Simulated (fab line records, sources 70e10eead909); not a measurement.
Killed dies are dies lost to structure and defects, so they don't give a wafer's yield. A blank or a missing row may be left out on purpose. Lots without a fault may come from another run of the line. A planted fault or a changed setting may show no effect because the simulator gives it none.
Which tool did it? | flow nand_harc | 6 lots, 18 wafers sampled, at 5 steps of a route of 1159

WHAT THE GAUGES READ, wafer by wafer
NHARC_END_SORT_01.
lot  | measured     | on        | killed_at_array
L380 | day 21 17:27 | prober-01 | 30 650 27

WHICH TOOL RAN EACH LOT (tool, then ch and the chambers of the sampled wafers, then the start)
lot  | NHARC_A_SGD_CUT_ETCHBACK_24        | NHARC_A_WL_FILL_RTA_01           | NHARC_A_WL_FILL_ETCHBACK_04       | NHARC_A_WL_FILL_STRIP_27
L370 | rie_diel-02 ch 0,1,3, day 14 10:25 | rtp_anneal-01 ch 0, day 15 05:20 | rie_metal-02 ch 0,1, day 15 10:58 | plasma_asher-01 ch 0, day 15 11:20
L376 | rie_diel-04 ch 0,1,2, day 15 03:37 | rtp_anneal-02 ch 0, day 15 18:31 | rie_metal-01 ch 0,1, day 16 01:08 | plasma_asher-01 ch 0,1, day 16 01:29
L380 | rie_diel-04 ch 0,2, day 16 16:56   | rtp_anneal-01 ch 0, day 17 07:49 | rie_metal-02 ch 0,1, day 17 15:39 | plasma_asher-01 ch 0,1, day 17 16:04
L381 | rie_diel-04 ch 0,3, day 17 06:16   | rtp_anneal-01 ch 0, day 18 02:44 | rie_metal-01 ch 1, day 18 09:19   | plasma_asher-02 ch 0,1, day 18 10:01
L387 | rie_diel-02 ch 0,1,3, day 18 04:57 | rtp_anneal-01 ch 0, day 18 19:46 | rie_metal-01 ch 0,1, day 19 01:48 | plasma_asher-01 ch 0,1, day 19 02:09
L393 | rie_diel-02 ch 0,2, day 20 04:50   | rtp_anneal-01 ch 0, day 20 23:10 | rie_metal-02 ch 0,1, day 21 03:07 | plasma_asher-02 ch 0,1, day 21 03:28
- NHARC_A_SGD_CUT_ETCHBACK_24: etches the open film in CH3F/O2, target depth 50 nm, time 92.857 s.
- NHARC_A_WL_FILL_RTA_01: time 5 s.
- NHARC_A_WL_FILL_ETCHBACK_04: etches the open film in NF3, target depth 60 nm, time 120 s.
- NHARC_A_WL_FILL_STRIP_27: strips in N2/H2, time 20 s.

THE ANSWER, worked out from the rows above alone
Rule: what is usual is taken from the lots themselves. Put in order of their means at a reading, lots are off if they are a third of the lots or fewer, leave a main group of 4 or more, and stand apart from it by a gap of 3 or more times the standard deviation of the main group's means; of several such gaps the widest counts. A main group whose means are all the same, to the digits that the tables above print for the reading, isn't used. A lot without any number at a reading at which 4 lots or more have one is off too. The other lots that the step has rows for count as sound.
No lot is off at any reading shown: from this, nothing can be told.

WHAT THE SIMULATOR HAD PUT IN
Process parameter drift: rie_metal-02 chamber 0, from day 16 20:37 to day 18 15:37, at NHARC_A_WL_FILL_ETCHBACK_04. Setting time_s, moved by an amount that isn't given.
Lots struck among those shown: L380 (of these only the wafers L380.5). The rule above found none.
